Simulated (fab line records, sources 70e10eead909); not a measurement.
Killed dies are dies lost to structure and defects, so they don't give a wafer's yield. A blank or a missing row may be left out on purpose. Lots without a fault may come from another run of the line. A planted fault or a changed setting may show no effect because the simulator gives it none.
fab line records | flow nand_harc
record lots=5 wafers=15 last_day=31
route steps=1302 shown P_GATE@110
lots that met no fault: from a run of the same line without faults
start_h: hours from the record's first day to the start of the lot's first wafer shown | wait_h: hours since the lot's step before | " the same as in the row above | L1.1+2: a row that stands for several wafers | - no value, or no start given | * or withheld: withheld | < > ~ a bound
route shown NAME@n: a module of which the file shows steps, and the number in the route of the first | usual: mean/standard deviation of fault-free wafers | same: alike in all rows | chamber/n: place in a boat | sites: the reading at each site | _std_site: their standard deviation | _edge_site: outer sites' mean less inner sites' | radius_mm: how far each site lies from the wafer's centre | mask NAME#n: copy n | behind: the tool/chamber that last shaped the wafer | hold: why the lot was held/for how many hours/how that ended | device: the transistor (n, p or np) that didn't switch | end of line: the same wafers' tests at the end of the route | a step without rows: its recipe alone | killed: dies lost to structure and defects at the first sort, not the wafer's yield | map: a wafer's dies, x killed, . not, _ none there
set.NAME: the setting as run; set.NAME@STEP: as run at that earlier step | model.NAME: the simulator's own value behind a step, which no gauge read
lots at some steps of the route; a table a step, a row a wafer
services: from which hour (start_h, from the record's first day; less than 0 if before it) a tool's chamber was out of use, for how many hours, and why
## steps
# step NHARC_P_GATE_ETCH_69
# recipe target_depth_a=140 chemistry=dHF material=SiO2
# columns lot.wafer tool chamber start_h wait_h
L080.3+4+5 wet_bench-02 5,6,2 130.66 0.0
L081.6+2+5 wet_bench-06 2,4,5 145.99 0.1
L086.6+3+2 wet_bench-05 5,7,2 190.69 0.0
L088.4+2+3 wet_bench-05 1,2,3 216.96 0.1
L093.6+5+1 wet_bench-06 7,0,2 261.99 0.0
# step NHARC_P_GATE_PRECLEAN_70
# recipe time_s=* temp_c=50 bath_age_min=0 chemistry=SC1
# columns lot.wafer tool chamber start_h wait_h
L080.3+4+5 wet_bench-02 5,6,2 130.75 0.1
L081.6+2+5 wet_bench-06 2,4,5 146.06 0.1
L086.6+3+2 wet_bench-05 5,7,2 190.78 0.1
L088.4+2+3 wet_bench-05 1,2,3 217.01 0.0
L093.6+5+1 wet_bench-06 7,0,2 262.08 0.1
# step NHARC_P_GATE_SRD_01
# columns lot.wafer tool chamber start_h wait_h
L080.3+4+5 wet_bench-02 5,6,2 - -
L081.6+2+5 wet_bench-06 2,4,5 - -
L086.6+3+2 wet_bench-05 5,7,2 - -
L088.4+2+3 wet_bench-05 1,2,3 - -
L093.6+5+1 wet_bench-06 7,0,2 - -
# step NHARC_P_GATE_OXIDE_02
# recipe target_thk_a=375 temp_c=950 p_h2o_torr=720 ox_time_s=365 material=SiO2
# usual spike_tc_bottom_C=965.1/1.2 zone_power_upper_pct=18.0/2.5
# columns lot.wafer tool chamber start_h wait_h spike_tc_bottom_C zone_power_upper_pct
L080.3 furnace-01 0 134.44 - 964.1 17.6
L080.4 " 0 " " 963.9 17.9
L080.5 " 0 " " 963.1 17.8
L081.2 furnace-01 0 149.26 - 965.0 18.4
L081.5 " 0 " " 963.6 18.0
L081.6 " 0 " " 965.7 18.0
L086.2 furnace-01 0 194.00 - 964.4 17.9
L086.3 " 0 " " 965.4 18.0
L086.6 " 0 " " 964.2 18.1
L088.2 furnace-02 0 220.35 - 965.0 15.9
L088.3 " 0 " " 964.3 16.1
L088.4 " 0 " " 964.2 15.8
L093.1 furnace-01 0 265.30 - 965.5 17.7
L093.5 " 0 " " 965.2 18.0
L093.6 " 0 " " 965.1 17.7
# step NHARC_P_GATE_DEHYDRATE_03
# recipe temp_c=150 time_s=120
# usual resist_line_temp_C=23.00/0.098
# columns lot.wafer tool chamber start_h wait_h resist_line_temp_C
L080.3 litho_track-05 0 139.00 0.4 23.08
L080.4 " 0 " " 23.03
L080.5 " 0 " " 23.07
L081.2 litho_track-03 0 153.84 0.4 23.00
L081.5 " 0 " " 23.05
L081.6 " 0 " " 22.96
L086.2 litho_track-03 0 198.57 0.4 23.13
L086.3 " 0 " " 22.85
L086.6 " 0 " " 22.84
L088.2 litho_track-03 0 224.99 0.4 22.98
L088.3 " 0 " " 22.78
L088.4 " 0 " " 22.81
L093.1 litho_track-03 0 269.86 0.4 23.04
L093.5 " 0 " " 23.03
L093.6 " 0 " " 23.07
# step NHARC_P_GATE_HMDS_04
# recipe time_s=30
# usual resist_line_temp_C=22.97/0.13
# columns lot.wafer tool chamber start_h wait_h resist_line_temp_C
L080.3 litho_track-05 0 - - 23.04
L080.4 " 0 " " 22.91
L080.5 " 0 " " 23.13
L081.2 litho_track-03 0 - - 23.02
L081.5 " 0 " " 23.07
L081.6 " 0 " " 22.93
L086.2 litho_track-03 0 - - 22.73
L086.3 " 0 " " 22.82
L086.6 " 0 " " 22.92
L088.2 litho_track-03 0 - - 22.97
L088.3 " 0 " " 23.01
L088.4 " 0 " " 22.90
L093.1 litho_track-03 0 - - 22.96
L093.5 " 0 " " 22.93
L093.6 " 0 " " 22.96
# step NHARC_P_GATE_COAT_05
# recipe spin_rpm=4690
# usual resist_line_temp_C=23.00/0.093
# columns lot.wafer tool chamber start_h wait_h resist_line_temp_C
L080.3 litho_track-05 0 - - 23.05
L080.4 " 0 " " 23.03
L080.5 " 0 " " 23.11
L081.2 litho_track-03 0 - - 22.99
L081.5 " 0 " " 22.99
L081.6 " 0 " " 22.91
L086.2 litho_track-03 0 - - 22.89
L086.3 " 0 " " 22.76
L086.6 " 0 " " 22.87
L088.2 litho_track-03 0 - - 23.18
L088.3 " 0 " " 22.98
L088.4 " 0 " " 23.16
L093.1 litho_track-03 0 - - 23.00
L093.5 " 0 " " 22.99
L093.6 " 0 " " 22.95
# step NHARC_P_GATE_SOFTBAKE_06
# recipe temp_c=122 time_s=95
# usual resist_line_temp_C=22.99/0.11
# columns lot.wafer tool chamber start_h wait_h resist_line_temp_C
L080.3 litho_track-05 0 - - 23.12
L080.4 " 0 " " 23.18
L080.5 " 0 " " 23.07
L081.2 litho_track-03 0 - - 23.04
L081.5 " 0 " " 23.19
L081.6 " 0 " " 23.25
L086.2 litho_track-03 0 - - 22.86
L086.3 " 0 " " 23.03
L086.6 " 0 " " 22.96
L088.2 litho_track-03 0 - - 22.93
L088.3 " 0 " " 22.87
L088.4 " 0 " " 22.92
L093.1 litho_track-03 0 - - 22.93
L093.5 " 0 " " 23.00
L093.6 " 0 " " 23.14
# step NHARC_P_GATE_EBR_07
# usual resist_line_temp_C=23.00/0.099
# columns lot.wafer tool chamber start_h wait_h resist_line_temp_C
L080.3 litho_track-05 0 - - 22.97
L080.4 " 0 " " 22.92
L080.5 " 0 " " 23.04
L081.2 litho_track-03 0 - - 23.04
L081.5 " 0 " " 22.97
L081.6 " 0 " " 23.07
L086.2 litho_track-03 0 - - 22.97
L086.3 " 0 " " 22.78
L086.6 " 0 " " 22.82
L088.2 litho_track-03 0 - - 23.00
L088.3 " 0 " " 23.05
L088.4 " 0 " " 22.91
L093.1 litho_track-03 0 - - 23.09
L093.5 " 0 " " 22.98
L093.6 " 0 " " 23.03
# step NHARC_P_GATE_EXPOSE_08
# recipe na=0.6 dose_mj=16.75 mask_id=P_HV
# columns lot.wafer tool chamber start_h wait_h mask
L080.3+4+5 krf_scanner-04 0 139.15 - P_HV#0
L081.2+5+6 krf_scanner-04 0 153.99 - P_HV#0
L086.2+3+6 krf_scanner-01 0 198.84 - P_HV#0
L088.2+3+4 krf_scanner-04 0 225.27 - P_HV#0
L093.1+5+6 krf_scanner-04 0 270.13 - P_HV#0
# step NHARC_P_GATE_PEB_09
# recipe peb_temp_c=118 peb_time_s=85
# usual resist_line_temp_C=22.99/0.11
# columns lot.wafer tool chamber start_h wait_h resist_line_temp_C
L080.3 litho_track-03 0 139.21 0.1 23.03
L080.4 " 0 " " 22.81
L080.5 " 0 " " 22.94
L081.2 litho_track-03 0 154.05 0.1 23.01
L081.5 " 0 " " 23.18
L081.6 " 0 " " 23.04
L086.2 litho_track-07 0 198.90 0.1 23.00
L086.3 " 0 " " 23.02
L086.6 " 0 " " 22.86
L088.2 litho_track-05 0 225.33 0.1 23.02
L088.3 " 0 " " 23.06
L088.4 " 0 " " 23.00
L093.1 litho_track-05 0 270.20 0.1 22.94
L093.5 " 0 " " 22.92
L093.6 " 0 " " 22.89
# step NHARC_P_GATE_DEVELOP_10
# recipe time_s=70
# usual resist_line_temp_C=22.99/0.1
# columns lot.wafer tool chamber start_h wait_h resist_line_temp_C
L080.3 litho_track-03 0 - - 22.85
L080.4 " 0 " " 22.85
L080.5 " 0 " " 23.08
L081.2 litho_track-03 0 - - 23.05
L081.5 " 0 " " 22.96
L081.6 " 0 " " 23.06
L086.2 litho_track-07 0 - - 22.92
L086.3 " 0 " " 22.86
L086.6 " 0 " " 22.81
L088.2 litho_track-05 0 - - 22.99
L088.3 " 0 " " 23.03
L088.4 " 0 " " 22.91
L093.1 litho_track-05 0 - - 22.98
L093.5 " 0 " " 22.91
L093.6 " 0 " " 22.92
# step NHARC_P_GATE_CD_MEAS_11
# recipe target_cd_nm=1640 landing_energy_ev=500
# usual cd_nm=1639.4/1.4
# columns lot.wafer tool chamber start_h wait_h cd_nm
L080.3 cd_sem-02 0 139.30 - 1638.3
L080.4 " 0 " " 1640.4
L080.5 " 0 " " 1639.1
L081.2 cd_sem-02 0 154.14 - 1642.0
L081.5 " 0 " " 1641.9
L081.6 " 0 " " 1640.3
L086.2 cd_sem-01 0 199.00 - 1639.7
L086.3 " 0 " " 1639.2
L086.6 " 0 " " 1639.7
L088.2 cd_sem-02 0 225.42 - 1640.0
L088.3 " 0 " " 1639.6
L088.4 " 0 " " 1638.4
L093.1 cd_sem-02 0 270.29 - 1639.0
L093.5 " 0 " " 1637.7
L093.6 " 0 " " 1640.0
# step NHARC_P_GATE_HARDBAKE_12
# recipe temp_c=125 time_s=80
# usual resist_line_temp_C=23.01/0.092
# columns lot.wafer tool chamber start_h wait_h resist_line_temp_C
L080.3 litho_track-05 0 139.38 - 22.90
L080.4 " 0 " " 23.19
L080.5 " 0 " " 22.98
L081.2 litho_track-07 0 154.22 - 22.86
L081.5 " 0 " " 23.14
L081.6 " 0 " " 23.12
L086.2 litho_track-05 0 199.08 - 22.91
L086.3 " 0 " " 23.01
L086.6 " 0 " " 22.98
L088.2 litho_track-03 0 225.50 - 23.11
L088.3 " 0 " " 22.93
L088.4 " 0 " " 22.92
L093.1 litho_track-07 0 270.37 - 22.96
L093.5 " 0 " " 23.07
L093.6 " 0 " " 23.05
# step NHARC_P_GATE_DESCUM_13
# recipe time_s=3 o2_flow_sccm=200 ar_flow_sccm=0 bias_power_w=0 chemistry=O2
# usual drypump_motor_current_A=5.6/0.4 oes_product_au=1.002/0.0066 rf_vpp_V=58.0/0.99 showerhead_plenum_p_Torr=1.96/0.098 throttle_valve_pct=11.311/0.01
# columns lot.wafer tool chamber start_h wait_h drypump_motor_current_A oes_product_au rf_hours_counter_h rf_vpp_V showerhead_plenum_p_Torr throttle_valve_pct
L080.4 rie_diel-12 0 139.46 - 5.8 0.997 1.8 56.8 1.79 11.306
L080.3 " 1 " " 5.5 0.990 1.4 56.5 2.06 11.312
L080.5 " 1 " " 5.5 0.996 - 59.4 2.06 11.304
L081.2 rie_diel-12 0 154.30 - 5.9 1.012 2.0 55.5 1.79 11.302
L081.6 " 0 " " 5.8 1.000 - 57.5 1.79 11.335
L081.5 " 1 " " 5.5 1.012 - 57.3 2.06 11.293
L086.2 rie_diel-01 2 199.17 - 5.2 0.997 10.6 58.5 2.04 11.298
L086.3 " 3 " " 5.5 1.014 10.4 59.5 2.03 11.319
L086.6 " 2 " " 5.3 0.999 - 58.9 2.04 11.323
L088.4 rie_diel-01 2 225.59 - 5.3 1.004 0.3 59.1 2.04 11.306
L088.2 " 3 " " 5.5 1.006 0.3 58.8 2.03 11.326
L088.3 " 0 " " 4.8 0.995 0.3 57.5 2.00 11.295
L093.1 rie_diel-01 3 270.49 - 5.5 1.005 3.2 59.1 2.03 11.312
L093.6 " 0 " " 4.8 1.010 - 58.6 2.00 11.314
L093.5 " 1 " " 5.9 1.000 - 57.6 2.04 11.302
# step NHARC_P_GATE_ETCH_14
# recipe target_depth_a=488 chemistry=dHF material=SiO2
# columns lot.wafer tool chamber start_h wait_h
L080.3+5+4 wet_bench-02 1,2,6 139.59 0.1
L081.5+6+2 wet_bench-06 6,1,2 154.44 0.1
L086.6+3+2 wet_bench-05 3,4,6 199.30 0.1
L088.4+2+3 wet_bench-02 3,4,5 225.72 0.1
L093.5+1+6 wet_bench-02 0,2,3 270.60 0.1
# step NHARC_P_GATE_STRIP_15
# recipe time_s=780 temp_c=130 chemistry=SPM
# columns lot.wafer tool chamber start_h wait_h
L080.3+5+4 wet_bench-02 1,2,6 139.63 0.0
L081.5+6+2 wet_bench-06 6,1,2 154.48 0.0
L086.6+3+2 wet_bench-05 3,4,6 199.34 0.0
L088.4+2+3 wet_bench-02 3,4,5 225.76 0.0
L093.5+1+6 wet_bench-02 0,2,3 270.64 0.0
# step NHARC_P_GATE_PRECLEAN_71
# recipe time_s=* temp_c=50 bath_age_min=0 chemistry=SC1
# columns lot.wafer tool chamber start_h wait_h
L080.3+5+4 wet_bench-02 1,2,6 - -
L081.5+6+2 wet_bench-06 6,1,2 - -
L086.6+3+2 wet_bench-05 3,4,6 - -
L088.4+2+3 wet_bench-02 3,4,5 - -
L093.5+1+6 wet_bench-02 0,2,3 - -
# step NHARC_P_GATE_SRD_72
# columns lot.wafer tool chamber start_h wait_h
L080.3+5+4 wet_bench-02 1,2,6 - -
L081.5+6+2 wet_bench-06 6,1,2 - -
L086.6+3+2 wet_bench-05 3,4,6 - -
L088.4+2+3 wet_bench-02 3,4,5 - -
L093.5+1+6 wet_bench-02 0,2,3 - -
# step NHARC_P_GATE_OXIDE_16
# recipe target_thk_a=30 temp_c=875 ox_time_s=392 material=SiO2
# usual spike_tc_bottom_C=890.6/1.1 zone_power_upper_pct=14.9/2.4
# columns lot.wafer tool chamber start_h wait_h spike_tc_bottom_C zone_power_upper_pct
L080.3 furnace-02 0 143.20 - 891.2 13.2
L080.4 " 0 " " 891.1 13.3
L080.5 " 0 " " 891.6 13.3
L081.2 furnace-01 0 157.90 - 889.6 15.1
L081.5 " 0 " " 889.4 14.8
L081.6 " 0 " " 890.0 15.2
L086.2 furnace-02 0 202.89 - 890.9 13.2
L086.3 " 0 " " 891.0 13.1
L086.6 " 0 " " 891.3 13.2
L088.2 furnace-02 0 229.32 - 890.1 13.1
L088.3 " 0 " " 892.7 13.2
L088.4 " 0 " " 889.7 13.2
L093.1 furnace-02 0 274.19 - 890.6 13.2
L093.5 " 0 " " 890.5 13.3
L093.6 " 0 " " 890.1 13.1
# step NHARC_P_GATE_CVD_17
# recipe target_thk_a=1500 temp_c=620 time_s=900 material=poly-Si
# usual spike_tc_bottom_C=641.6/2.1 zone_power_upper_pct=8.12/0.23
# columns lot.wafer tool chamber start_h wait_h spike_tc_bottom_C zone_power_upper_pct
L080.3 lpcvd_poly-03 0 150.26 3.5 643.3 7.88
L080.4 " 0 " " 644.2 7.93
L080.5 " 0 " " 643.6 7.96
L081.2 lpcvd_poly-01 0 165.72 4.3 639.8 8.52
L081.5 " 0 " " 638.5 8.50
L081.6 " 0 " " 638.3 8.32
L086.2 lpcvd_poly-01 0 209.11 2.7 639.7 8.40
L086.3 " 0 " " 639.0 8.38
L086.6 " 0 " " 637.6 8.62
L088.2 lpcvd_poly-03 0 235.34 2.5 641.1 7.93
L088.3 " 0 " " 643.4 8.03
L088.4 " 0 " " 641.8 7.96
L093.1 lpcvd_poly-03 0 280.29 2.5 640.9 7.96
L093.5 " 0 " " 642.4 7.99
L093.6 " 0 " " 643.4 7.93
# step NHARC_P_GATE_HM_DEP_102
# recipe target_thk_a=1200 temp_c=400 material=aC
# usual susceptor_temp_C=400.09/0.22 throttle_valve_pct=35.000/0.0095
# columns lot.wafer tool chamber start_h wait_h susceptor_temp_C throttle_valve_pct
L080.3 acl_dep-02 0 154.68 2.2 400.06 35.012
L080.4 " 0 " " 400.14 34.996
L080.5 " 0 " " 399.85 35.000
L081.2 acl_dep-01 0 168.40 0.5 - 34.994
L081.5 " 0 " " - 34.991
L081.6 " 0 " " - 35.002
L086.2 acl_dep-03 0 214.27 2.9 400.08 34.995
L086.3 " 0 " " 400.12 34.993
L086.6 " 0 " " 400.01 35.000
L088.2 acl_dep-03 0 238.03 0.5 400.04 35.018
L088.3 " 0 " " 399.84 35.019
L088.4 " 0 " " 399.89 35.000
L093.1 acl_dep-02 0 282.86 0.4 399.97 34.994
L093.5 " 0 " " 400.08 35.003
L093.6 " 0 " " 400.34 34.996
# step NHARC_P_GATE_DEP_103
# recipe target_thk_a=300 target_thk_nm=30 temp_c=400 flow_sccm=200 rf_w=350 material=SiON
# usual heater_power_w=771/62 susceptor_temp_C=400.01/0.24
# columns lot.wafer tool chamber start_h wait_h heater_power_w susceptor_temp_C
L080.3 pecvd-04 0 155.19 0.4 814 399.97
L080.5 " 2 " " 800 400.11
L080.4 " 0 " " 839 400.12
L081.2 pecvd-02 0 168.98 0.5 693 399.94
L081.6 " 2 " " 755 399.60
L081.5 " 0 " " 721 400.34
L086.2 pecvd-02 1 214.86 0.5 819 400.13
L086.3 " 2 " " 667 399.91
L086.6 " 2 " " 683 399.85
L088.3 pecvd-02 1 238.77 0.5 828 400.22
L088.2 " 2 " " 720 400.11
L088.4 " 0 " " 692 399.98
L093.1 pecvd-04 1 283.56 0.6 816 400.22
L093.5 " 0 " " 789 400.27
L093.6 " 2 " " 826 400.15
# step NHARC_P_GATE_DEHYDRATE_18
# recipe temp_c=150 time_s=120
# usual resist_line_temp_C=23.02/0.1
# columns lot.wafer tool chamber start_h wait_h resist_line_temp_C
L080.3 litho_track-04 0 155.40 0.2 23.04
L080.4 " 0 " " 23.00
L080.5 " 0 " " 22.96
L081.2 litho_track-04 0 169.23 0.2 23.19
L081.5 " 0 " " 23.04
L081.6 " 0 " " 23.00
L086.2 litho_track-04 0 215.13 0.2 22.97
L086.3 " 0 " " 22.98
L086.6 " 0 " " 22.99
L088.2 litho_track-04 0 239.01 0.2 22.96
L088.3 " 0 " " 23.04
L088.4 " 0 " " 22.91
L093.1 litho_track-01 0 283.80 0.2 22.79
L093.5 " 0 " " 23.01
L093.6 " 0 " " 22.99
# step NHARC_P_GATE_HMDS_19
# recipe time_s=30
# usual resist_line_temp_C=23.00/0.11
# columns lot.wafer tool chamber start_h wait_h resist_line_temp_C
L080.3 litho_track-04 0 - - 22.94
L080.4 " 0 " " 22.91
L080.5 " 0 " " 23.00
L081.2 litho_track-04 0 - - 23.03
L081.5 " 0 " " 23.22
L081.6 " 0 " " 23.02
L086.2 litho_track-04 0 - - 22.80
L086.3 " 0 " " 22.89
L086.6 " 0 " " 22.97
L088.2 litho_track-04 0 - - 23.18
L088.3 " 0 " " 23.10
L088.4 " 0 " " 23.00
L093.1 litho_track-01 0 - - 22.92
L093.5 " 0 " " 23.01
L093.6 " 0 " " 22.93
# step NHARC_P_GATE_COAT_20
# recipe spin_rpm=1500 resist_thk_nm=90
# usual resist_line_temp_C=22.99/0.099
# columns lot.wafer tool chamber start_h wait_h resist_line_temp_C
L080.3 litho_track-04 0 - - 23.09
L080.4 " 0 " " 22.96
L080.5 " 0 " " 22.92
L081.2 litho_track-04 0 - - 23.06
L081.5 " 0 " " 23.02
L081.6 " 0 " " 23.09
L086.2 litho_track-04 0 - - 23.09
L086.3 " 0 " " 23.01
L086.6 " 0 " " 22.95
L088.2 litho_track-04 0 - - 22.86
L088.3 " 0 " " 22.90
L088.4 " 0 " " 22.92
L093.1 litho_track-01 0 - - 22.98
L093.5 " 0 " " 22.98
L093.6 " 0 " " 22.98
# step NHARC_P_GATE_SOFTBAKE_21
# recipe temp_c=105 time_s=55
# usual resist_line_temp_C=22.99/0.11
# columns lot.wafer tool chamber start_h wait_h resist_line_temp_C
L080.3 litho_track-04 0 - - 23.03
L080.4 " 0 " " 22.96
L080.5 " 0 " " 22.94
L081.2 litho_track-04 0 - - 22.98
L081.5 " 0 " " 23.01
L081.6 " 0 " " 23.07
L086.2 litho_track-04 0 - - 23.10
L086.3 " 0 " " 22.94
L086.6 " 0 " " 22.89
L088.2 litho_track-04 0 - - 23.02
L088.3 " 0 " " 23.07
L088.4 " 0 " " 23.03
L093.1 litho_track-01 0 - - 22.97
L093.5 " 0 " " 23.05
L093.6 " 0 " " 22.83
# step NHARC_P_GATE_EBR_22
# usual resist_line_temp_C=23.01/0.094
# columns lot.wafer tool chamber start_h wait_h resist_line_temp_C
L080.3 litho_track-04 0 - - 23.07
L080.4 " 0 " " 23.04
L080.5 " 0 " " 23.11
L081.2 litho_track-04 0 - - 23.25
L081.5 " 0 " " 22.95
L081.6 " 0 " " 23.14
L086.2 litho_track-04 0 - - 22.89
L086.3 " 0 " " 23.16
L086.6 " 0 " " 22.94
L088.2 litho_track-04 0 - - 22.90
L088.3 " 0 " " 22.94
L088.4 " 0 " " 23.02
L093.1 litho_track-01 0 - - 23.05
L093.5 " 0 " " 22.97
L093.6 " 0 " " 23.08
# step NHARC_P_GATE_EXPOSE_23
# recipe na=1.35 target_cd_nm=120 dose_mj=93.91 mask_id=P_GATE
# columns lot.wafer tool chamber start_h wait_h mask
L080.3+4+5 arfi_scanner-01 0 155.55 - P_GATE#0
L081.2+5+6 arfi_scanner-03 0 169.50 - P_GATE#0
L086.2+3+6 arfi_scanner-02 0 215.28 - P_GATE#0
L088.2+3+4 arfi_scanner-03 0 239.42 - P_GATE#0
L093.1+5+6 arfi_scanner-02 0 283.94 - P_GATE#0
# step NHARC_P_GATE_PEB_24
# recipe peb_temp_c=100 peb_time_s=65
# usual resist_line_temp_C=23.01/0.1
# columns lot.wafer tool chamber start_h wait_h resist_line_temp_C
L080.3 litho_track-06 0 155.61 0.0 23.16
L080.4 " 0 " " 23.03
L080.5 " 0 " " 22.84
L081.2 litho_track-01 0 169.56 0.1 23.02
L081.5 " 0 " " 22.89
L081.6 " 0 " " 23.07
L086.2 litho_track-04 0 215.34 0.1 23.12
L086.3 " 0 " " 23.07
L086.6 " 0 " " 23.22
L088.2 litho_track-04 0 239.47 0.1 22.87
L088.3 " 0 " " 22.92
L088.4 " 0 " " 23.00
L093.1 litho_track-06 0 284.00 0.1 22.95
L093.5 " 0 " " 23.04
L093.6 " 0 " " 23.04
# step NHARC_P_GATE_DEVELOP_25
# recipe develop_time_s=35 dev_temp_c=23
# usual resist_line_temp_C=23.00/0.11
# columns lot.wafer tool chamber start_h wait_h resist_line_temp_C
L080.3 litho_track-06 0 - - 22.97
L080.4 " 0 " " 23.13
L080.5 " 0 " " 22.93
L081.2 litho_track-01 0 - - 23.07
L081.5 " 0 " " 23.08
L081.6 " 0 " " 23.18
L086.2 litho_track-04 0 - - 22.94
L086.3 " 0 " " 22.84
L086.6 " 0 " " 22.99
L088.2 litho_track-04 0 - - 22.98
L088.3 " 0 " " 23.08
L088.4 " 0 " " 23.07
L093.1 litho_track-06 0 - - 22.86
L093.5 " 0 " " 22.87
L093.6 " 0 " " 23.02
# step NHARC_P_GATE_CD_MEAS_26
# recipe target_cd_nm=120 landing_energy_ev=500
# usual cd_nm=119.9/0.52
# columns lot.wafer tool chamber start_h wait_h cd_nm
L080.3 cd_sem-02 0 155.69 - 120.3
L080.4 " 0 " " 119.3
L080.5 " 0 " " 119.0
L081.2 cd_sem-01 0 169.64 - 120.0
L081.5 " 0 " " 120.0
L081.6 " 0 " " 119.8
L086.2 cd_sem-03 0 215.42 - 119.4
L086.3 " 0 " " 119.5
L086.6 " 0 " " 119.5
L088.2 cd_sem-03 0 239.56 - 120.0
L088.3 " 0 " " 119.8
L088.4 " 0 " " 119.9
L093.1 cd_sem-03 0 284.08 - 120.1
L093.5 " 0 " " 120.7
L093.6 " 0 " " 120.1
# step NHARC_P_GATE_OVL_MEAS_27
# usual overlay_x_nm=0.1/0.99 overlay_y_nm=0.1/0.86
# columns lot.wafer tool chamber start_h wait_h overlay_x_nm overlay_y_nm
L080.3 overlay-02 - 155.77 - -1.2 0.2
L080.4 " - " " -0.8 0.1
L080.5 " - " " -0.7 0.0
L081.2 overlay-01 - 169.72 - 0.2 -0.5
L081.5 " - " " 0.5 -0.1
L081.6 " - " " 0.4 0.2
L086.2 overlay-02 - 215.51 - -0.3 0.4
L086.3 " - " " -0.2 1.0
L086.6 " - " " -0.5 1.3
L088.2 overlay-01 - 239.64 - 1.6 0.1
L088.3 " - " " 1.4 0.0
L088.4 " - " " 1.5 0.5
L093.1 overlay-01 - 284.17 - 0.6 0.0
L093.5 " - " " 0.5 -0.5
L093.6 " - " " 0.1 -0.2
# step NHARC_P_GATE_INSPECT_28
# usual raw_defect_count=6.5/2.9
# columns lot.wafer tool chamber start_h wait_h raw_defect_count
L080.3 defect_inspect-01 - 155.81 0.0 7
L080.4 " - " " 5
L080.5 " - " " 10
L081.2 defect_inspect-01 - 169.76 0.0 9
L081.5 " - " " 10
L081.6 " - " " 3
L086.2 defect_inspect-01 - 215.54 0.0 4
L086.3 " - " " 4
L086.6 " - " " 19
L088.2 defect_inspect-01 - 239.68 0.0 5
L088.3 " - " " 7
L088.4 " - " " 8
L093.1 defect_inspect-01 - 284.21 0.0 6
L093.5 " - " " 5
L093.6 " - " " 7
# step NHARC_P_GATE_DESCUM_31
# recipe time_s=3 o2_flow_sccm=200 ar_flow_sccm=0 bias_power_w=0 chemistry=O2
# usual drypump_motor_current_A=5.6/0.42 oes_product_au=1.001/0.0075 rf_vpp_V=58.0/0.88 showerhead_plenum_p_Torr=1.96/0.091 throttle_valve_pct=11.312/0.0085
# columns lot.wafer tool chamber start_h wait_h drypump_motor_current_A oes_product_au rf_hours_counter_h rf_vpp_V showerhead_plenum_p_Torr throttle_valve_pct
L080.4 rie_diel-05 0 155.88 0.1 6.1 0.988 4 56.3 1.85 11.297
L080.3 " 2 " " 5.6 1.004 5 59.2 1.89 11.312
L080.5 " 3 " " 6.0 0.998 - 57.0 1.97 11.306
L081.2 rie_diel-01 2 169.84 0.1 5.3 0.992 9 59.3 2.05 11.303
L081.5 " 0 " " 4.8 1.006 - 57.4 2.00 11.308
L081.6 " 1 " " 5.9 1.006 - 57.9 2.04 11.298
L086.2 rie_diel-01 1 215.62 0.1 5.9 1.008 0 58.5 2.04 11.303
L086.3 " 2 " " 5.3 0.996 0 59.2 2.04 11.318
L086.6 " 3 " " 5.5 1.006 - 57.3 2.03 11.293
L088.4 rie_diel-05 2 239.75 0.1 5.6 0.996 0 58.9 1.88 11.322
L088.3 " 3 " " 6.0 1.012 0 59.6 1.97 11.329
L088.2 " 0 " " 6.1 1.008 0 56.8 1.84 11.300
L093.1 rie_diel-05 2 284.30 0.1 5.6 1.002 2 55.9 1.88 11.310
L093.6 " 3 " " 6.0 1.001 - 58.2 1.97 11.340
L093.5 " 0 " " 6.1 1.005 - 57.8 1.84 11.322
# step NHARC_P_GATE_ETCH_104
# recipe target_depth_a=600 time_s=withheld cf4_flow_sccm=100 chf3_flow_sccm=30 ar_flow_sccm=0 rf_w=500 bias_w=200 chemistry=CF4/CHF3
# usual bias_w=200.0/0.5 drypump_motor_current_A=5.6/0.42 oes_product_au=0.953/0.022 rf_vpp_V=371.9/2.5 showerhead_plenum_p_Torr=1.61/0.071 throttle_valve_pct=16.803/0.0083
# columns lot.wafer tool chamber start_h wait_h bias_w drypump_motor_current_A oes_product_au rf_vpp_V showerhead_plenum_p_Torr throttle_valve_pct
L080.4 rie_diel-05 1 155.96 0.1 199.9 6.5 0.976 374.2 1.68 16.805
L080.3 " 3 " " 199.8 6.0 0.966 371.0 1.62 16.799
L080.5 " 1 " " 199.3 6.5 0.980 374.2 1.68 16.804
L081.2 rie_diel-01 3 169.91 0.1 200.7 5.5 0.962 373.0 1.66 16.813
L081.5 " 2 " " 200.5 5.3 0.984 374.1 1.68 16.804
L081.6 " 3 " " 200.6 5.4 0.969 373.3 1.66 16.816
L086.3 rie_diel-01 2 215.70 0.1 199.8 5.3 0.980 373.0 1.68 16.802
L086.2 " 3 " " 199.2 5.4 0.962 373.0 1.66 16.813
L086.6 " 0 " " 199.5 4.8 0.964 373.1 1.64 16.810
L088.4 rie_diel-05 3 239.82 0.1 200.0 5.9 0.987 371.6 1.62 16.798
L088.3 " 0 " " 200.5 6.1 0.979 369.4 1.52 16.801
L088.2 " 1 " " 200.0 6.5 0.976 374.4 1.68 16.804
L093.1 rie_diel-05 3 284.36 0.1 200.3 6.0 0.958 371.8 1.61 16.800
L093.5 " 1 " " 200.2 6.5 0.974 374.3 1.68 16.799
L093.6 " 2 " " 200.4 5.6 0.968 369.2 1.55 16.808
## services
# columns tool chamber start_h hours kind
rie_diel-05 3 109.15 12.5 repair
acl_dep-03 - 116.90 13.0 pm
litho_track-05 - 124.00 7.0 pm
rie_diel-01 - 124.55 0.7 repair
arfi_scanner-02 - 140.00 4.0 pm
acl_dep-02 - 140.96 7.3 repair
litho_track-01 - 155.00 7.0 pm
wet_bench-06 - 155.21 0.8 repair
rie_diel-01 3 158.58 3.0 repair
krf_scanner-04 - 169.28 23.8 repair
litho_track-06 - 179.00 7.0 pm
pecvd-02 - 182.51 0.5 repair
furnace-02 - 189.79 10.5 repair
wet_bench-06 - 193.60 8.0 pm
litho_track-04 - 203.00 7.0 pm
rie_diel-01 - 203.80 9.0 pm
furnace-01 - 208.80 26.0 pm
rie_diel-01 - 222.88 0.7 repair
rie_diel-05 - 229.60 9.0 pm
wet_bench-02 - 244.00 8.0 pm
pecvd-02 - 250.69 13.0 pm
litho_track-07 - 251.00 7.0 pm
wet_bench-05 - 260.80 8.0 pm
litho_track-03 - 275.00 7.0 pm
## key
fault none
